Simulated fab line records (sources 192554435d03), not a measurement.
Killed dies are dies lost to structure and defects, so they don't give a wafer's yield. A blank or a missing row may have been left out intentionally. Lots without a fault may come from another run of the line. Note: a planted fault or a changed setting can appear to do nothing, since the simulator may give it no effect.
Matching of chambers || flow n5_finfet || 3 sister chambers for N5_BEOL_M2_DEP_57 on pecvd-03
The step deposits SiCN from 3MS/NH3, target thk 8 nm, time 14 s. 6 wafers are shown with their chamber, then 10 later ones without.

WAFERS PAIRED WITH THEIR CHAMBERS
{"wafer": "L077.4", "chamber": 0, "showerhead_plenum_p_Torr (Torr)": 3.698, "throttle_valve_pct (%)": 8.5}
{"wafer": "L079.5", "chamber": 1, "showerhead_plenum_p_Torr (Torr)": 3.664, "throttle_valve_pct (%)": 9.7}
{"wafer": "L080.1", "chamber": 1, "showerhead_plenum_p_Torr (Torr)": 3.665, "throttle_valve_pct (%)": 9.6}
{"wafer": "L080.5", "chamber": 2, "showerhead_plenum_p_Torr (Torr)": 3.670, "throttle_valve_pct (%)": 9.2}
{"wafer": "L091.1", "chamber": 2, "showerhead_plenum_p_Torr (Torr)": 3.672, "throttle_valve_pct (%)": 8.7}
{"wafer": "L091.2", "chamber": 0, "showerhead_plenum_p_Torr (Torr)": 3.696, "throttle_valve_pct (%)": 8.5}

WAFERS WHOSE CHAMBER IS MISSING
{"wafer": "L091.3", "showerhead_plenum_p_Torr (Torr)": 3.670, "throttle_valve_pct (%)": 9.6}
{"wafer": "L091.4", "showerhead_plenum_p_Torr (Torr)": 3.702, "throttle_valve_pct (%)": 8.9}
{"wafer": "L091.5", "showerhead_plenum_p_Torr (Torr)": 3.673, "throttle_valve_pct (%)": 8.3}
{"wafer": "L091.6", "showerhead_plenum_p_Torr (Torr)": 3.675, "throttle_valve_pct (%)": 9.8}
{"wafer": "L093.3", "showerhead_plenum_p_Torr (Torr)": 3.677, "throttle_valve_pct (%)": 8.4}
{"wafer": "L093.5", "showerhead_plenum_p_Torr (Torr)": 3.702, "throttle_valve_pct (%)": 8.5}
{"wafer": "L093.6", "showerhead_plenum_p_Torr (Torr)": 3.671, "throttle_valve_pct (%)": 8.3}
{"wafer": "L095.2", "showerhead_plenum_p_Torr (Torr)": 3.653, "throttle_valve_pct (%)": 9.9}
{"wafer": "L095.5", "showerhead_plenum_p_Torr (Torr)": 3.681, "throttle_valve_pct (%)": 8.5}
{"wafer": "L095.6", "showerhead_plenum_p_Torr (Torr)": 3.659, "throttle_valve_pct (%)": 10.0}

THE CHAMBER EACH PASSED THROUGH
{"wafer": "L091.3", "from the rows above": "can't be placed: 2 or 1", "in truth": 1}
{"wafer": "L091.4", "from the rows above": 0, "in truth": 0}
{"wafer": "L091.5", "from the rows above": 2, "in truth": 2}
{"wafer": "L091.6", "from the rows above": 2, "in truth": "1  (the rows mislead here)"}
{"wafer": "L093.3", "from the rows above": 2, "in truth": 2}
{"wafer": "L093.5", "from the rows above": 0, "in truth": 0}
{"wafer": "L093.6", "from the rows above": 2, "in truth": 2}
{"wafer": "L095.2", "from the rows above": 1, "in truth": 1}
{"wafer": "L095.5", "from the rows above": 2, "in truth": 2}
{"wafer": "L095.6", "from the rows above": 1, "in truth": 1}
8 of 10 placed correctly. From these rows, 1 cannot be placed; in 1 the true chamber is one of the candidates. Placed wrongly: 1.
How it was worked out, from the rows above alone: a wafer's distance from a chamber is the root of the sum, over the readings, of the square of ((its reading less the chamber's mean) divided by the reading's scatter). If the next closest chamber is less than 2 further off than the closest, the wafer can't be placed; otherwise it belongs to the closest. A chamber's mean is the mean of its shown wafers. The scatter is the square root of a quotient: the sum, over the shown wafers, of each reading's squared deviation from its chamber's mean, divided by wafers minus chambers.
